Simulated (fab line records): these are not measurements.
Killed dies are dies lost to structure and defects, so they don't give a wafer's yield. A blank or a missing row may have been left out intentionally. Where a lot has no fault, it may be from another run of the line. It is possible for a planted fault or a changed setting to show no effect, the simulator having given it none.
Matching of chambers | flow n5-finfet | 3 sister chambers for N5_BEOL_M7_PECVD_70 on pecvd-04
The step deposits SiO2 from TEOS/O2, target thk 20 nm, time 22.7 s. 3 wafers are shown with their chamber, then 7 later ones without.

## WAFERS PAIRED WITH THEIR CHAMBERS
wafer  | chamber | throttle-valve-pct (%)
L087.5 | 2       | 21.8
L090.1 | 0       | 23.3
L090.4 | 1       | 24.5

## WAFERS MISSING THEIR CHAMBER
wafer  | throttle-valve-pct (%)
L090.6 | 23.3
L089.1 | 24.1
L089.3 | 23.7
L089.6 | 21.8
L096.1 | 23.6
L096.5 | 23.3
L096.6 | 22.1

## EACH ONE'S CHAMBER
wafer  | from the rows above     | in truth
L090.6 | 0                       | 0
L089.1 | can't be placed: 1 or 0 | 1
L089.3 | can't be placed: 0 or 1 | 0
L089.6 | 2                       | 2
L096.1 | 0                       | 0
L096.5 | 0                       | 0
L096.6 | 2                       | 2
Placed correctly: 5 of 7. These rows do not allow placing 2 (true chamber among the candidates in 2). Placed wrongly: 0.
How it was worked out, from the rows above alone: a wafer's distance from a chamber is the root of the sum, over the readings, of the square of ((its reading less the chamber's mean) divided by the reading's scatter). The wafer belongs to the nearest chamber; if the next one is less than 2 further off, it can't be placed. For every chamber, the mean is computed from those of its wafers that are shown. The scatter: with one shown wafer a chamber, the root of the mean of the squares of how far each hidden wafer lies from its nearest shown one.
